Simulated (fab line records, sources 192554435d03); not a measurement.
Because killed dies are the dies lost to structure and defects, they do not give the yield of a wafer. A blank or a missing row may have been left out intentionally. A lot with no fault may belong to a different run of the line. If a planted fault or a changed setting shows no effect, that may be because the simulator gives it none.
fab line records	flow n5_finfet
record: lots: 7	wafers: 21
route steps=1938 shown HKMG_FIN@402 MOL_CONTACT_COAG@564 BEOL_M0_SAQP@636 BEOL_M0_CUTY@705 BEOL_M1@753
start_h: hours from the record's first day to the start of the lot's first wafer shown	wait_h: hours since the lot's step before	" repeats the value in the row above	L1.1+2: several wafers, shown together as one row	- no value, or no start was given	* or withheld: withheld	< > ~ a bound
route shown NAME@n: NAME is a module with steps in the file, n the number in the route of the first one	usual: average and standard deviation across the fault-free wafers	same: alike in all rows	chamber/n: place in a boat	sites: each site's reading	_std_site: the standard deviation of these	_edge_site: the outer-site mean with the inner-site mean subtracted	radius_mm: for every site, how far away it sits from the centre of the wafer	mask NAME#n: copy n	behind: the tool/chamber that last shaped the wafer	hold: reason for holding the lot/hours on hold/outcome of the hold	device: transistor that didn't switch, given as n, p or np	end of line: the tests these same wafers got at the end of their route	a step given without rows: its recipe and nothing more	killed: count of dies lost to structure and defects at first sort (not the wafer's yield)	map: dies across one wafer; x = killed, . = not, _ = none there
set.NAME: setting as actually run; set.NAME@STEP: the setting as run at that earlier step	model.NAME: the simulator's own value behind a step, which no gauge read
one table per step and one row per wafer, for lots whose settings were changed on purpose
== steps ==
step: N5_HKMG_FIN_ETCH_54
recipe: chemistry: CF4	target: SiARC	target_depth_a: 455	mask_material: CAR-ArF	time_s: 75.8	ion_energy_ev: 80	pressure_mtorr: 40	source_w: 545	bias_w: 36	Ar_flow_sccm: 100	cf4_flow_sccm: 100	ends: cleared
usual: rf_vpp_V: 183.8/1.1
lot.wafer	tool	chamber	start_h	wait_h	set.source_w	set.spin_rpm@HKMG_FIN_COAT_42	rf_vpp_V	model.etch.depth_nm	model.CAR-ArF_of_HKMG_FIN_COAT_43.thk_nm
L074.2	rie_diel-04	2	73.49	0.0	545	1616	186.0	33.76	52
L074.3	"	1	"	"	545	1616	182.8	33.81	51.8
L074.5	"	1	"	"	589	1500	179.2	35.1	50.6
L076.1	rie_diel-05	2	86.63	0.0	545	1434	183.7	35.77	50.2
L076.4	"	1	"	"	616.1	1434	175.0	35.79	50
L076.6	"	2	"	"	616.1	1434	176.8	35.8	50.2
L077.1	rie_diel-05	2	92.37	0.0	545	1500	183.8	35.08	51.2
L077.3	"	1	"	"	545	1652	183.1	33.4	52.6
L077.5	"	2	"	"	600.5	1500	178.3	35.12	51.2
L082.2	rie_diel-06	0	120.48	0.0	545	1453	183.9	35.44	50.8
L082.3	"	2	"	"	545	1453	184.5	35.53	50.2
L082.6	"	2	"	"	545	1500	184.6	34.91	50.8
L086.1	rie_diel-04	1	149.89	0.0	478.1	1500	192.0	35.15	50.8
L086.2	"	0	"	"	545	1500	184.4	35.07	51.2
L086.5	"	0	"	"	545	1500	184.9	35.05	50.8
L091.1	rie_diel-05	3	174.32	0.0	545	1500	184.1	35.09	51
L091.2	"	2	"	"	545	1500	185.6	35.23	50.8
L091.6	"	0	"	"	545	1500	182.6	35.14	51.2
L097.1	rie_diel-05	3	208.91	0.0	475.4	1612	193.3	33.66	51.4
L097.4	"	1	"	"	545	1500	181.6	34.89	50.4
L097.5	"	2	"	"	475.4	1612	191.7	33.53	51.8
step: N5_HKMG_FIN_PEB_10
recipe: peb_temp_c: withheld	peb_time_s: 60	resist: CAR-ArF
lot.wafer	tool	chamber	start_h	wait_h	set.peb_time_s
L074.2+5	litho_track-02	0	76.67	0.0	54.24
L074.3	"	0	"	"	60
L076.1+4	litho_track-02	0	89.70	0.1	69.57
L076.6	"	0	"	"	60
L077.1	litho_track-03	0	95.68	0.1	52.88
L077.3+5	"	0	"	"	60
L082.2+3+6	litho_track-03	0	123.75	0.0	60
L086.1+2+5	litho_track-04	0	152.94	0.1	60
L091.1+2+6	litho_track-04	0	177.76	0.1	60
L097.1+4	litho_track-03	0	212.09	0.1	60
L097.5	"	0	"	"	46.98
step: N5_HKMG_FIN_DEVELOP_11
recipe: develop_time_s: 30	developer: TMAH	resist: CAR-ArF	dev_temp_c: 23	rinse_liquid: diw	dry: air_spin
lot.wafer	tool	chamber	start_h	wait_h	set.develop_time_s
L074.2+5	litho_track-02	0	-	-	30
L074.3	"	0	"	"	36.3
L076.1+4+6	litho_track-02	0	-	-	30
L077.1+3	litho_track-03	0	-	-	26.3
L077.5	"	0	"	"	30
L082.2+6	litho_track-03	0	-	-	30
L082.3	"	0	"	"	28.19
L086.1+5	litho_track-04	0	-	-	30
L086.2	"	0	"	"	33.74
L091.1+2+6	litho_track-04	0	-	-	30
L097.1+4	litho_track-03	0	-	-	30
L097.5	"	0	"	"	34.16
step: N5_HKMG_FIN_CD_MEAS_12
recipe: target_cd_nm: 92.8	landing_energy_ev: 500	detector: se_inlens
usual: cd_nm: 93.0/0.62
lot.wafer	tool	chamber	start_h	wait_h	set.peb_time_s@HKMG_FIN_PEB_10	cd_nm
L074.2	cd_sem-03	0	76.74	-	54.24	88.7
L074.3	"	0	"	"	60	93.9
L074.5	"	0	"	"	54.24	90.5
L076.1	cd_sem-02	0	89.77	-	69.57	97.5
L076.4	"	0	"	"	69.57	97.5
L076.6	"	0	"	"	60	92.2
L077.1	cd_sem-01	0	95.74	-	52.88	89.2
L077.3	"	0	"	"	60	92.9
L077.5	"	0	"	"	60	93.2
L082.2	cd_sem-02	0	123.81	-	60	93.7
L082.3	"	0	"	"	60	93.1
L082.6	"	0	"	"	60	93.2
L086.1	cd_sem-02	0	153.01	-	60	92.6
L086.2	"	0	"	"	60	94.0
L086.5	"	0	"	"	60	92.9
L091.1	cd_sem-03	0	177.83	-	60	93.6
L091.2	"	0	"	"	60	93.1
L091.6	"	0	"	"	60	92.4
L097.1	cd_sem-02	0	212.16	-	60	93.2
L097.4	"	0	"	"	60	92.6
L097.5	"	0	"	"	46.98	85.2
step: N5_MOL_CONTACT_COAG_COAT_75
recipe: resist: SOC	temp_c: 250	time_s: 60	spin_rpm: 1500	resist_thk_nm: 60
lot.wafer	tool	chamber	start_h	wait_h	set.spin_rpm	model.SOC_of_MOL_CONTACT_COAG_COAT_75.thk_nm
L074.2	litho_track-05	0	97.28	0.0	1615	58
L074.3	"	0	"	"	1615	57.8
L074.5	"	0	"	"	1500	60.2
L076.1+6	litho_track-02	0	111.04	0.0	1500	60
L076.4	"	0	"	"	1500	60.2
L077.1	litho_track-02	0	117.42	0.0	1549	59
L077.3	"	0	"	"	1549	59.2
L077.5	"	0	"	"	1500	60.2
L082.2+3	litho_track-05	0	144.68	0.1	1500	60.2
L082.6	"	0	"	"	1500	60.4
L086.1	litho_track-04	0	176.87	0.0	1500	60
L086.2	"	0	"	"	1500	59.8
L086.5	"	0	"	"	1414	61.8
L091.1+2	litho_track-02	0	202.97	0.0	1500	60.2
L091.6	"	0	"	"	1500	60.4
L097.1	litho_track-02	0	234.48	0.0	1500	60
L097.4	"	0	"	"	1406	62.2
L097.5	"	0	"	"	1406	61.8
step: N5_MOL_CONTACT_COAG_COAT_76
recipe: resist: SiARC	temp_c: 220	time_s: 60	spin_rpm: 1500	resist_thk_nm: 10
step: N5_MOL_CONTACT_COAG_COAT_77
recipe: resist: underlayer	temp_c: 205	time_s: 60	spin_rpm: 1500	resist_thk_nm: 10
step: N5_MOL_CONTACT_COAG_ALD_131
recipe: material: SiO2	target_thk_a: 50	temp_c: 100	ald_precursor_family: BDEAS	ald_co_reactant: O2-plasma	pulse_time_s: 1	co_reactant_pulse_time_s: 1	purge_time_s: 2	co_reactant_purge_time_s: 2	ald_cycles: 35	pressure_torr: 2
step: N5_MOL_CONTACT_COAG_ETCHBACK_132
recipe: chemistry: CHF3	target: SiO2	target_depth_a: 100	time_s: 6.7	ion_energy_ev: 200	pressure_mtorr: 30	source_w: 610	bias_w: 170	Ar_flow_sccm: 200	CHF3_flow_sccm: 50
step: N5_MOL_CONTACT_COAG_ETCH_91
recipe: chemistry: N2/H2	target: SOC	target_depth_a: 600	overetch_a: 210	mask_material: SiARC	temp_c: 40	time_s: 101.2	ion_energy_ev: 200	pressure_mtorr: 30	source_w: 840	bias_w: 150	n2_flow_sccm: 200	h2_flow_sccm: 200
lot.wafer	tool	chamber	start_h	wait_h	set.spin_rpm@MOL_CONTACT_COAG_COAT_75	model.etch.depth_nm
L074.2	rie_diel-05	0	98.52	0.0	1615	58.06
L074.3	"	2	"	"	1615	57.88
L074.5	"	2	"	"	1500	60.17
L076.1	rie_diel-04	3	111.79	0.0	1500	59.99
L076.4	"	2	"	"	1500	60.22
L076.6	"	0	"	"	1500	60.09
L077.1	rie_diel-04	0	118.17	0.0	1549	59
L077.3	"	3	"	"	1549	59.21
L077.5	"	2	"	"	1500	60.17
L082.2	rie_diel-04	0	145.44	0.0	1500	60.22
L082.3	"	2	"	"	1500	60.28
L082.6	"	2	"	"	1500	60.34
L086.1	rie_diel-04	1	178.35	0.0	1500	59.99
L086.2	"	2	"	"	1500	59.85
L086.5	"	3	"	"	1414	61.76
L091.1+2+6	rie_diel-04	0,2,2	204.26	0.0	1500	60.3
L097.1	rie_diel-06	3	235.56	0.0	1500	60.04
L097.4	"	0	"	"	1406	62.16
L097.5	"	3	"	"	1406	61.85
step: N5_MOL_CONTACT_COAG_STRIP_92
recipe: chemistry: N2/H2	temp_c: 40	n2_flow_sccm: 200	h2_flow_sccm: 200	rf_frequency_hz: 6e+07
step: N5_MOL_CONTACT_COAG_STRIP_93
recipe: chemistry: N2/H2	temp_c: 40	n2_flow_sccm: 200	h2_flow_sccm: 200	rf_frequency_hz: 6e+07
step: N5_MOL_CONTACT_COAG_ETCHBACK_135
recipe: chemistry: CHF3	target: SiO2	target_depth_a: 250	time_s: 16.7	ion_energy_ev: 200	pressure_mtorr: 30	source_w: 610	bias_w: 170	Ar_flow_sccm: 200	CHF3_flow_sccm: 50
lot.wafer	tool	chamber	start_h	wait_h	set.spin_rpm@MOL_CONTACT_COAG_COAT_75	model.SOC_of_MOL_CONTACT_COAG_COAT_75.thk_nm
L074.2	rie_diel-05	0	98.61	0.0	1615	55.4
L074.3	"	2	"	"	1615	55.2
L074.5	"	2	"	"	1500	57.4
L076.1	rie_diel-04	3	111.88	0.0	1500	57.2
L076.4	"	2	"	"	1500	57.6
L076.6	"	0	"	"	1500	57.4
L077.1	rie_diel-04	0	118.26	0.0	1549	56.4
L077.3	"	3	"	"	1549	56.6
L077.5	"	2	"	"	1500	57.6
L082.2	rie_diel-04	0	145.53	0.0	1500	57.6
L082.3+6	"	2	"	"	1500	57.8
L086.1+2	rie_diel-04	1,2	178.44	0.0	1500	57.4
L086.5	"	3	"	"	1414	59.2
L091.1	rie_diel-04	0	204.35	0.0	1500	57.6
L091.2+6	"	2	"	"	1500	57.8
L097.1	rie_diel-06	3	235.65	0.0	1500	57.2
L097.4	"	0	"	"	1406	59.6
L097.5	"	3	"	"	1406	59.2
step: N5_MOL_CONTACT_COAG_STRIP_118
recipe: chemistry: CHF3	resist: SiARC	rf_frequency_hz: 6e+07
step: N5_MOL_CONTACT_COAG_VIA_ETCH_46
recipe: chemistry: C4F6/O2	target_depth_a: 460	overetch_a: 92	mask_material: SOC	target: SiO2	bias_w: 455	pressure_mtorr: 10	time_s: 40	source_w: 325	Ar_flow_sccm: 300	C4F6_flow_sccm: 10	O2_flow_sccm: 10	ion_energy_ev: 575.3	ends: end_point
lot.wafer	tool	chamber	start_h	wait_h	set.spin_rpm@MOL_CONTACT_COAG_COAT_75	model.SOC_of_MOL_CONTACT_COAG_COAT_75.thk_nm
L074.2	rie_diel-05	0	98.64	0.0	1615	48.8
L074.3	"	2	"	"	1615	48.4
L074.5	"	2	"	"	1500	50.6
L076.1	rie_diel-04	3	111.92	0.0	1500	50.6
L076.4	"	2	"	"	1500	51.2
L076.6	"	0	"	"	1500	50.8
L077.1	rie_diel-04	0	118.30	0.0	1549	49.8
L077.3	"	3	"	"	1549	50
L077.5	"	2	"	"	1500	51.2
L082.2	rie_diel-04	0	145.56	0.0	1500	50.8
L082.3	"	2	"	"	1500	51.4
L082.6	"	2	"	"	1500	51.2
L086.1+2	rie_diel-04	1,2	178.47	0.0	1500	50.8
L086.5	"	3	"	"	1414	52.4
L091.1	rie_diel-04	0	204.38	0.0	1500	50.8
L091.2+6	"	2	"	"	1500	51.2
L097.1	rie_diel-06	3	235.69	0.0	1500	50.4
L097.4	"	0	"	"	1406	52.8
L097.5	"	3	"	"	1406	52.4
step: N5_MOL_CONTACT_COAG_CVD_140
recipe: material: W	target_thk_a: 665	mode: selective_fill	temp_c: 300	time_s: 215
lot.wafer	tool	chamber	start_h	wait_h	set.target_thk_a	model.W_of_MOL_CONTACT_COAG_CVD_140.thk_nm
L074.2	cvd_w-01	1	100.50	0.1	665	66.6
L074.3	"	1	"	"	665	66.2
L074.5	"	0	"	"	588.7	59.4
L076.1	cvd_w-01	1	113.86	0.1	665	66.2
L076.4	"	0	"	"	741.6	75.6
L076.6	"	0	"	"	665	66.8
L077.1	cvd_w-01	0	120.19	0.1	665	66
L077.3	"	0	"	"	744.8	74.4
L077.5	"	0	"	"	744.8	74.6
L082.2	cvd_w-01	0	147.29	0.1	665	67
L082.3	"	0	"	"	665	67.2
L082.6	"	1	"	"	665	66.2
L086.1	cvd_w-02	0	180.50	0.1	665	65.8
L086.2	"	1	"	"	716.4	71.6
L086.5	"	0	"	"	665	65.4
L091.1	cvd_w-02	0	206.34	0.1	665	66.2
L091.2+6	"	1	"	"	665	67.2
L097.1	cvd_w-01	0	237.75	0.1	665	67
L097.4+5	"	1,0	"	"	665	66.4
step: N5_BEOL_M0_SAQP_PECVD_96
recipe: material: a-Si	target_thk_a: 450	temp_c: 350	precursor: SiH4/He	pressure_torr: 3	rf_w: 100	time_s: 45.2
lot.wafer	tool	chamber	start_h	wait_h	set.time_s	model.a-Si_of_BEOL_M0_SAQP_PECVD_96.thk_nm
L074.2	pecvd-02	0	105.15	0.0	48.49	47.4
L074.3	"	2	"	"	45.2	44.2
L074.5	"	1	"	"	45.2	45.2
L076.1	pecvd-02	2	118.78	0.0	45.2	44.6
L076.4	"	0	"	"	48.27	48.2
L076.6	"	1	"	"	45.2	45
L077.1	pecvd-04	0	125.16	0.0	45.2	44.4
L077.3	"	2	"	"	45.2	44.2
L077.5	"	0	"	"	45.2	45.8
L082.2	pecvd-03	2	152.11	0.0	45.2	44.6
L082.3	"	0	"	"	45.2	45.2
L082.6	"	1	"	"	45.2	45.8
L086.1+2	pecvd-04	1,0	185.81	0.0	45.2	44.2
L086.5	"	1	"	"	48.35	48.4
L091.1+2	pecvd-02	1,0	211.10	0.0	45.2	44.2
L091.6	"	0	"	"	45.2	45
L097.1	pecvd-02	1	244.07	0.0	42.93	42.2
L097.4	"	1	"	"	45.2	45.6
L097.5	"	2	"	"	42.93	43.8
step: N5_BEOL_M0_SAQP_PECVD_97
recipe: material: SiNx	target_thk_a: 230	temp_c: 350	precursor: SiH4/NH3/N2	pressure_torr: 1.5	rf_w: 300	time_s: 19.9
step: N5_BEOL_M0_SAQP_PECVD_04
recipe: material: a-Si	target_thk_a: 600	temp_c: 350	precursor: SiH4/He	pressure_torr: 3	rf_w: 100	time_s: 60.2
step: N5_BEOL_M0_SAQP_ETCH_101
recipe: chemistry: CH3F/O2	target: SiNx	mask_material: SiO2	target_depth_a: 299	time_s: 42.7	pressure_mtorr: 30	source_w: 395	bias_w: 73	Ar_flow_sccm: 150	CH3F_flow_sccm: 30	O2_flow_sccm: 20	ion_energy_ev: 120
step: N5_BEOL_M0_SAQP_ETCH_102
recipe: chemistry: CF4	target: SiO2	target_depth_a: 40	ion_energy_ev: 350	time_s: 4.4	pressure_mtorr: 10	icp_w: 800	bias_w: 400	cf4_flow_sccm: 80
step: N5_BEOL_M0_SAQP_MANDREL_ETCH_103
recipe: chemistry: HBr/Cl2	target: a-Si	target_depth_a: 450	bt_time_s: 10	stop_on: SiCN	mask_material: SiO2	over_etch_frac: 0.8	time_s: 27	pressure_mtorr: 10	icp_w: 800	bias_w: 75	HBr_flow_sccm: 150	Cl2_flow_sccm: 80	ends: end_point
lot.wafer	tool	chamber	start_h	wait_h	set.time_s@BEOL_M0_SAQP_PECVD_96	model.etch.depth_nm
L074.2	rie_si-04	3	108.18	0.0	48.49	47.3
L074.3	"	1	"	"	45.2	44.25
L074.5	"	2	"	"	45.2	45.15
L076.1	rie_si-04	0	121.31	0.0	45.2	44.57
L076.4	"	1	"	"	48.27	48.29
L076.6	"	0	"	"	45.2	45.06
L077.1	rie_si-01	3	127.73	0.0	45.2	44.49
L077.3	"	1	"	"	45.2	44.27
L077.5	"	1	"	"	45.2	45.74
L082.2	rie_si-01	1	154.60	0.0	45.2	44.63
L082.3	"	3	"	"	45.2	45.16
L082.6	"	0	"	"	45.2	45.71
L086.1	rie_si-02	1	188.51	0.0	45.2	44.24
L086.2	"	0	"	"	45.2	44.16
L086.5	"	2	"	"	48.35	48.31
L091.1	rie_si-02	3	213.62	0.0	45.2	44.19
L091.2	"	2	"	"	45.2	44.23
L091.6	"	3	"	"	45.2	44.96
L097.1	rie_si-01	3	247.18	0.0	42.93	42.26
L097.4	"	1	"	"	45.2	45.7
L097.5	"	2	"	"	42.93	43.84
step: N5_BEOL_M0_SAQP_RECESS_104
recipe: chemistry: HF/NH3	target: SiO2	target_depth_a: 180	afs_cycles: 3	temp_c: 30	sublimation_temp_c: 180	sublimation_time_s: 60
step: N5_BEOL_M0_SAQP_COAT_105
recipe: resist: SOC	temp_c: 250	time_s: 60	spin_rpm: 1500	resist_thk_nm: 100
step: N5_BEOL_M0_SAQP_ETCH_106
recipe: chemistry: N2/H2	target: SOC	target_depth_a: 1500	stop_on: SiNx	ion_energy_ev: 100	bias_w: 61	pressure_mtorr: 30	source_w: 850	n2_flow_sccm: 200	h2_flow_sccm: 200
step: N5_BEOL_M0_SAQP_ETCH_107
recipe: chemistry: CH3F/O2	target: SiNx	target_depth_a: 300	mask_material: SOC	pressure_mtorr: 30	source_w: 395	bias_w: 73	Ar_flow_sccm: 150	CH3F_flow_sccm: 30	O2_flow_sccm: 20	ion_energy_ev: 120
lot.wafer	tool	chamber	start_h	wait_h	set.time_s@BEOL_M0_SAQP_PECVD_96	model.a-Si_of_BEOL_M0_SAQP_PECVD_96.thk_nm
L074.2	rie_diel-01	3	108.77	0.0	48.49	46.6
L074.3	"	0	"	"	45.2	43.6
L074.5	"	1	"	"	45.2	44.6
L076.1	rie_diel-02	3	121.90	0.0	45.2	44
L076.4	"	0	"	"	48.27	47.8
L076.6	"	0	"	"	45.2	44.4
L077.1	rie_diel-03	0	128.46	0.0	45.2	44
L077.3	"	1	"	"	45.2	43.8
L077.5	"	1	"	"	45.2	45.2
L082.2	rie_diel-03	3	155.23	0.0	45.2	44
L082.3	"	1	"	"	45.2	44.6
L082.6	"	1	"	"	45.2	45.2
L086.1+2	rie_diel-01	2,3	189.10	0.0	45.2	43.6
L086.5	"	0	"	"	48.35	47.8
L091.1+2	rie_diel-03	0,3	214.21	0.0	45.2	43.6
L091.6	"	2	"	"	45.2	44.4
L097.1	rie_diel-03	1	247.84	0.0	42.93	41.6
L097.4	"	3	"	"	45.2	45.2
L097.5	"	0	"	"	42.93	43.2
step: N5_BEOL_M0_CUTY_EXPOSE_54
recipe: mask_id: M0_ABLK	na: 1.35	source_shape: conventional	sigma_outer: 0.8	polarization: unpolarized	dose_mj: 36
lot.wafer	tool	chamber	start_h	wait_h	mask	set.dose_mj
L074.2+3+5	arfi_scanner-03	0	112.20	-	M0_ABLK#0	36
L076.1+6	arfi_scanner-01	0	124.59	-	M0_ABLK#0	36
L076.4	"	0	"	"	M0_ABLK#0	38.37
L077.1+3+5	arfi_scanner-01	0	132.06	-	M0_ABLK#0	36
L082.2	arfi_scanner-02	0	158.77	-	M0_ABLK#0	36
L082.3+6	"	0	"	"	M0_ABLK#0	38.51
L086.1+5	arfi_scanner-01	0	192.84	-	M0_ABLK#0	36
L086.2	"	0	"	"	M0_ABLK#0	34.04
L091.1+2+6	arfi_scanner-03	0	217.20	-	M0_ABLK#0	36
L097.1+4	arfi_scanner-01	0	251.07	-	M0_ABLK#0	37.87
L097.5	"	0	"	"	M0_ABLK#0	36
step: N5_BEOL_M0_CUTY_PEB_55
recipe: peb_temp_c: 110	peb_time_s: 60	resist: CAR-ArF-block
step: N5_BEOL_M0_CUTY_DEVELOP_56
recipe: develop_time_s: 30	developer: TMAH	resist: CAR-ArF-block	rinse_liquid: diw	dry: air_spin	dev_temp_c: 23
step: N5_BEOL_M0_CUTY_CD_MEAS_57
recipe: target_cd_nm: 200	landing_energy_ev: 500	detector: se_inlens	polarity: line
usual: cd_nm: 200.0/0.95
lot.wafer	tool	chamber	start_h	wait_h	set.dose_mj@BEOL_M0_CUTY_EXPOSE_54	cd_nm
L074.2	cd_sem-01	0	112.32	-	36	200.5
L074.3	"	0	"	"	36	200.0
L074.5	"	0	"	"	36	200.0
L076.1	cd_sem-03	0	124.71	-	36	199.0
L076.4	"	0	"	"	38.37	193.8
L076.6	"	0	"	"	36	198.1
L077.1	cd_sem-03	0	132.19	-	36	198.4
L077.3	"	0	"	"	36	197.9
L077.5	"	0	"	"	36	198.6
L082.2	cd_sem-02	0	158.89	-	36	199.9
L082.3	"	0	"	"	38.51	194.6
L082.6	"	0	"	"	38.51	195.0
L086.1	cd_sem-02	0	192.96	-	36	200.0
L086.2	"	0	"	"	34.04	204.3
L086.5	"	0	"	"	36	200.2
L091.1	cd_sem-03	0	217.33	-	36	200.2
L091.2	"	0	"	"	36	201.3
L091.6	"	0	"	"	36	200.7
L097.1	cd_sem-01	0	251.20	-	37.87	195.6
L097.4	"	0	"	"	37.87	196.3
L097.5	"	0	"	"	36	199.4
step: N5_BEOL_M1_PECVD_72
recipe: material: SiO2	target_thk_a: 160	temp_c: 400	precursor: TEOS/O2	pressure_torr: 5.5	rf_w: 450	teos_flow_sccm: 53.8	gas: O2	flow_sccm: 3000	time_s: 18
lot.wafer	tool	chamber	start_h	wait_h	set.temp_c	model.SiO2_of_BEOL_M1_PECVD_72.thk_nm
L074.2	pecvd-01	1	117.56	0.0	400	15.6
L074.3	"	0	"	"	417.3	14.2
L074.5	"	2	"	"	417.3	14
L076.1	pecvd-03	1	129.80	0.0	400	16.2
L076.4	"	2	"	"	387.3	17
L076.6	"	1	"	"	387.3	17.6
L077.1+3	pecvd-03	0,1	140.42	0.0	400	16.2
L077.5	"	1	"	"	400	16.4
L082.2+6	pecvd-01	0	165.23	0.0	386.3	17.8
L082.3	"	2	"	"	400	15.8
L086.1	pecvd-02	1	201.23	0.0	400	16
L086.2	"	2	"	"	400	16.4
L086.5	"	2	"	"	400	16.2
L091.1	pecvd-03	2	223.41	0.0	400	15.8
L091.2	"	1	"	"	400	16.2
L091.6	"	1	"	"	400	16.4
L097.1	pecvd-02	1	257.56	0.0	394.8	16.4
L097.4+5	"	2,1	"	"	400	16.2
== key ==
split: step: N5_HKMG_FIN_ETCH_54	setting: source_w	stated: 545	by: wafer
response: step: N5_HKMG_FIN_ETCH_54	reading: rf_vpp_V	change: -0.652	per: 1%	r: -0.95
split: step: N5_HKMG_FIN_PEB_10	setting: peb_time_s	stated: 60	by: wafer
response: step: N5_HKMG_FIN_CD_MEAS_12	reading: cd_nm	change: +0.354	per: 1%	r: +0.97
split: step: N5_HKMG_FIN_DEVELOP_11	setting: develop_time_s	stated: 30	by: wafer
response none clear
split: step: N5_MOL_CONTACT_COAG_COAT_75	setting: spin_rpm	stated: 1500	by: wafer
response: step: N5_MOL_CONTACT_COAG_COAT_75	reading: model.SOC_of_MOL_CONTACT_COAG_COAT_75.thk_nm	change: -0.315	per: 1%	r: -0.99
response: step: N5_MOL_CONTACT_COAG_ETCH_91	reading: model.etch.depth_nm	change: -0.305	per: 1%	r: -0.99
response: step: N5_MOL_CONTACT_COAG_ETCHBACK_135	reading: model.SOC_of_MOL_CONTACT_COAG_COAT_75.thk_nm	change: -0.309	per: 1%	r: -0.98
response: step: N5_MOL_CONTACT_COAG_VIA_ETCH_46	reading: model.SOC_of_MOL_CONTACT_COAG_COAT_75.thk_nm	change: -0.3	per: 1%	r: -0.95
split: step: N5_MOL_CONTACT_COAG_CVD_140	setting: target_thk_a	stated: 665	by: wafer
response: step: N5_MOL_CONTACT_COAG_CVD_140	reading: model.W_of_MOL_CONTACT_COAG_CVD_140.thk_nm	change: +0.713	per: 1%	r: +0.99
split: step: N5_BEOL_M0_SAQP_PECVD_96	setting: time_s	stated: 45.2	by: wafer
response: step: N5_BEOL_M0_SAQP_PECVD_96	reading: model.a-Si_of_BEOL_M0_SAQP_PECVD_96.thk_nm	change: +0.492	per: 1%	r: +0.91
response: step: N5_BEOL_M0_SAQP_MANDREL_ETCH_103	reading: model.etch.depth_nm	change: +0.488	per: 1%	r: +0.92
response: step: N5_BEOL_M0_SAQP_ETCH_107	reading: model.a-Si_of_BEOL_M0_SAQP_PECVD_96.thk_nm	change: +0.497	per: 1%	r: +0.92
split: step: N5_BEOL_M0_CUTY_EXPOSE_54	setting: dose_mj	stated: 36	by: wafer
response: step: N5_BEOL_M0_CUTY_CD_MEAS_57	reading: cd_nm	change: -0.723	per: 1%	r: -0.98
split: step: N5_BEOL_M1_PECVD_72	setting: temp_c	stated: 400	by: wafer
response: step: N5_BEOL_M1_PECVD_72	reading: model.SiO2_of_BEOL_M1_PECVD_72.thk_nm	change: -0.405	per: 1%	r: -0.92
split outside_this_file step=N5_HKMG_FIN_COAT_42 setting=spin_rpm
split outside_this_file: this setting was split too, and the file shows its column; the key of that split is in another file
